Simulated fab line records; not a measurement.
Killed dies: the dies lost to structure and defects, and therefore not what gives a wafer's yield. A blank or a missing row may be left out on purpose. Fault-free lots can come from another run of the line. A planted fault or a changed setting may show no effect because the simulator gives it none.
Which tool was responsible?	flow nand-harc	6 lots, 18 wafers sampled, at 4 steps of a route of 1159

== WHAT EACH GAUGE READ, for each wafer ==
NHARC_P_GATE_CD_MEAS_46: target cd 720 nm.
lot	measured	on	cd-nm (nm)
L979	day 6 04:18	cd-sem-02	717.6 720.9 720.7
L982	day 7 00:26	cd-sem-03	720.8 720.4 720.1
L985	day 7 11:47	cd-sem-03	722.1 721.0 721.4
L988	day 8 21:28	cd-sem-03	719.8 722.4 721.3
L995	day 10 04:44	cd-sem-02	719.9 718.1 717.9
L997	day 10 16:11	cd-sem-01	721.4 718.3 719.2

== WHICH TOOL RAN EACH LOT (tool, then ch and the chambers of the sampled wafers, then the start) ==
lot	NHARC_P_STI_CMP_21	NHARC_P_GATE_DEP_103	NHARC_P_GATE_ETCH_32
L979	cmp-01 ch 0,2, day 4 08:34	pecvd-04 ch 0,1, day 5 15:11	rie-si-02 ch 2,3, day 5 16:57
L982	cmp-02 ch 1,2,3, day 5 04:01	pecvd-04 ch 0,1, day 6 11:38	rie-si-04 ch 0,2,3, day 6 13:07
L985	cmp-02 ch 0,2, day 5 16:31	pecvd-02 ch 1,2, day 6 23:02	rie-si-05 ch 0,1,2, day 7 00:23
L988	cmp-04 ch 1,2,3, day 6 13:43	pecvd-04 ch 0,1,2, day 8 01:36	rie-si-04 ch 0,1,2, day 8 03:08
L995	cmp-01 ch 0,1,2, day 8 04:38	pecvd-02 ch 1,2, day 9 14:29	rie-si-05 ch 0,2,3, day 9 15:53
L997	cmp-02 ch 1,2,3, day 8 21:43	pecvd-02 ch 1,2, day 10 03:34	rie-si-02 ch 0,2,3, day 10 04:58
- NHARC_P_STI_CMP_21: polishes, t overpolish 20 s, target thk 380.67 nm.
- NHARC_P_GATE_DEP_103: deposits SiON, target thk 30 nm.
- NHARC_P_GATE_ETCH_32: etches the open film in HBr/Cl2, target depth 150 nm, time 100.1 s.

== THE ANSWER, worked out from the rows above alone ==
Rule: what is usual is taken from the lots themselves. The widest of any qualifying gaps counts: lots, ordered by their means at a reading, are off when they make up no more than a third of the lots, leave a main group of 4 or more, and stand apart from it by 3 or more times the standard deviation of that group's means. If all means in a main group match to the digits the tables above print for the reading, that group is not used. Also off: a lot with no number at a reading for which 4 or more lots have one. Where the step has rows for the other lots, those lots are counted as sound.
Across all readings shown, no lot is off: no conclusion can be drawn from this.

== WHAT THE SIMULATOR HAD PUT IN ==
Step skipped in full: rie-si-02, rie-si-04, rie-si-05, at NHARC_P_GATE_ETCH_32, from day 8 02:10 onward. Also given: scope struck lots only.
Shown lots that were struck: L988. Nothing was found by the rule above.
